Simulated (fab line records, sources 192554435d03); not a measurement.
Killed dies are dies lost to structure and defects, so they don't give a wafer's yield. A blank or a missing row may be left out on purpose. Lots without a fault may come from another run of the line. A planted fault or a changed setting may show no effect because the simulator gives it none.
Chamber matching | flow n5_finfet | N5_BEOL_M10_CURE_71 on uv_cure-02: 3 sister chambers
The step cures SiCOH lowk, time 240 s. 24 wafers are shown with their chamber, then 12 later ones without.

WAFERS WITH THEIR CHAMBER
wafer  | chamber | wafer_temp_C_max | lamp_power_pct (%)
L075.1 | 1       | 387.7            | 52.28
L075.2 | 1       | 387.6            | 52.25
L075.3 | 1       | 387.7            | 52.34
L075.4 | 1       | 387.6            | 52.34
L075.5 | 1       | 388.2            | 52.34
L075.6 | 1       | 387.1            | 52.27
L077.2 | 1       | 387.9            | 52.25
L077.3 | 1       | 388.5            | 52.30
L077.5 | 1       | 387.3            | 52.34
L081.3 | 2       | 387.1            | 52.31
L081.5 | 2       | 387.3            | 52.23
L081.6 | 2       | 387.2            | 52.25
L082.1 | 1       | 388.0            | 52.28
L082.2 | 1       | 387.6            | 52.27
L082.5 | 1       | 388.6            | 52.31
L083.2 | 2       | 387.2            | 52.40
L083.3 | 2       | 387.9            | 52.27
L083.4 | 2       | 387.3            | 52.30
L085.1 | 0       | 387.0            | 52.33
L085.2 | 0       | 387.1            | 52.33
L085.3 | 0       | 387.2            | 52.26
L088.1 | 2       | 387.6            | 52.28
L088.4 | 2       | 387.4            | 52.40
L088.6 | 2       | 387.5            | 52.29

SIGNATURES (means of the wafers above)
reading          | chamber 0 | chamber 1 | chamber 2 | scatter within a chamber
wafer_temp_C_max | 387.100   | 387.817   | 387.389   | 0.36
lamp_power_pct   | 52.3067   | 52.2975   | 52.3033   | 0.0468
Rule: a wafer's distance from a chamber is the root of the sum, over the readings, of the square of ((its reading less the chamber's mean) divided by the reading's scatter). The wafer belongs to the nearest chamber; if the next one is less than 2 further off, it can't be placed. The scatter: the root of (the sum of the squares of (reading less its chamber's mean) over the shown wafers, divided by (wafers less chambers)).

WAFERS WITHOUT THEIR CHAMBER
wafer  | wafer_temp_C_max | lamp_power_pct (%)
L088.2 | 387.6            | 52.34
L088.3 | 387.6            | 52.29
L088.5 | 388.0            | 52.43
L090.1 | 387.6            | 52.23
L090.3 | 387.4            | 52.23
L090.4 | 386.8            | 52.37
L095.1 | 387.1            | 52.32
L095.2 | 387.1            | 52.31
L095.6 | 387.6            | 52.29
L095.3 | 387.0            | 52.40
L095.4 | 386.1            | 52.33
L095.5 | 387.4            | 52.36

WHICH CHAMBER EACH WENT THROUGH
wafer  | from the rows above          | in truth
L088.2 | can't be placed: 2 or 1 or 0 | 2
L088.3 | can't be placed: 1 or 2 or 0 | 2
L088.5 | can't be placed: 1 or 2 or 0 | 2
L090.1 | can't be placed: 1 or 2 or 0 | 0
L090.3 | can't be placed: 2 or 0 or 1 | 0
L090.4 | can't be placed: 0 or 2 or 1 | 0
L095.1 | can't be placed: 0 or 2 or 1 | 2
L095.2 | can't be placed: 0 or 2 or 1 | 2
L095.6 | can't be placed: 1 or 2 or 0 | 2
L095.3 | can't be placed: 0 or 2 or 1 | 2
L095.4 | can't be placed: 0 or 2 or 1 | 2
L095.5 | can't be placed: 2 or 0 or 1 | 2
Placed correctly: 0 of 12. Can't be placed from these rows: 12 (the true chamber is among the candidates in 12). Placed wrongly: 0.
